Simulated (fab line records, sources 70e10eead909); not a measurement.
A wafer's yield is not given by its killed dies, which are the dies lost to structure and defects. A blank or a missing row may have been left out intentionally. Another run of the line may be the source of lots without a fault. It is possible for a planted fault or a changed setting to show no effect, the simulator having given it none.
Code-filled problem report in 8D (eight disciplines) form + flow nandHarc + the parts of the form that need people (team, actions taken, sign-off) are left out

== 1. WHAT IS WRONG ==
At NHARC_A_SLIT_INSPECT_11, rawDefectCount averages 322 over 2 wafers from 2 lots, while fault-free wafers read 58, standard deviation 31. That puts it +8.5 standard deviations away from the usual mean.
The first sign was on wafer L648.6 at day 27 07:29, on defectInspect-01. At this step, 30 wafers from 10 lots have a number in the record. By rule, "out" or "out of limits" means more than 4 standard deviations away from the usual mean. Any other wafer with a number is counted as sound.

== 2. WHAT IT IS, WHAT IT ISN'T ==
| question                    | is                | is not                                                                          |
|-----------------------------|-------------------|---------------------------------------------------------------------------------|
| which readings at this step | rawDefectCount    | -                                                                               |
| which lots                  | L648, L649        | L630, L631, L633, L634, L636, L647, L651, L653                                  |
| which wafers of those lots  | L648.6, L649.2    | L648.2, L648.4, L649.1, L649.5                                                  |
| read on which gauges        | defectInspect-01  | defectInspect-02                                                                |
| when                        | from day 27 07:29 | up to then (20 sound wafers); but 8 sound wafers of L649, L651, L653 came after |

== 3. THE SUSPECTS, EACH WITH WHAT RULES IT OUT ==
Counting: if a tool at a process step up to the reading ran every lot that is out, it stays a suspect. Sound lots after the first of them don't rule it out here, since some wafers of a struck lot are sound.
- the gauge at NHARC_A_SLIT_INSPECT_11: kept. All the wafers that are out were read on defectInspect-01, and no step on other tools shows them out.
- pecvd-01 at NHARC_A_SLIT_DEP_23 (deposits SiON, target thk 100 nm): kept. Ran every lot that is out, first one L648 (day 27 06:43); last sound lot up to then L647 (day 26 06:16).
- Within pecvd-01 at NHARC_A_SLIT_DEP_23: the wafers that are out ran in chamber 2; their sound lot-mates ran in chamber 0.
What counting leaves: pecvd-01 at NHARC_A_SLIT_DEP_23 and defectInspect-01 at NHARC_A_SLIT_INSPECT_11.

== 4. THE CAUSE (what the simulator had put in) ==
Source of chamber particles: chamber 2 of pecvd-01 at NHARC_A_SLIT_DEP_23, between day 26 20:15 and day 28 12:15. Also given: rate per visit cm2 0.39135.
After counting, 2 suspects remain, this tool included.

== 5. THE EFFECT CHAIN, in route order ==
Each row: a reading where the mean over the struck wafers with a number is more than 3 standard deviations away from the usual. Only readings for which the record gives a usual standard deviation are gone through. hours: the time from each lot's start at the first step in this table that gives one to its start at this step, as a median over the lots. sigmas: the change in usual standard deviations.
| hours | step                          | reading        | usual | on struck wafers | change | sigmas |
|-------|-------------------------------|----------------|-------|------------------|--------|--------|
| 0     | NHARC_A_SLIT_INSPECT_11       | rawDefectCount | 58    | 322              | +264   | +8.5   |
| 13    | NHARC_A_SIN_REMOVE_INSPECT_04 | rawDefectCount | 402   | 724              | +322   | +3.5   |
| 114   | NHARC_END_SORT_01             | killedAtArray  | 56    | 122              | +66    | +3.5   |
| 114   | NHARC_END_SORT_01             | killedDies     | 61    | 126              | +66    | +3.4   |

== 6. WHAT WOULD HAVE CAUGHT IT SOONER ==
11 hours passed between the start of the fault at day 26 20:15 and the first reading out of limits at a measuring or inspecting step in this record, taken at day 27 07:29.
No tool reading at NHARC_A_SLIT_DEP_23 that has a usual standard deviation in the record was out on any struck wafer, so an alarm limit of 4 standard deviations on those readings would not have fired.
Each of the lots that are out, 2 in all, had begun NHARC_A_SLIT_DEP_23 on pecvd-01 no later than day 27 07:29. Had the tool been put on hold then, not one of them would have been saved.
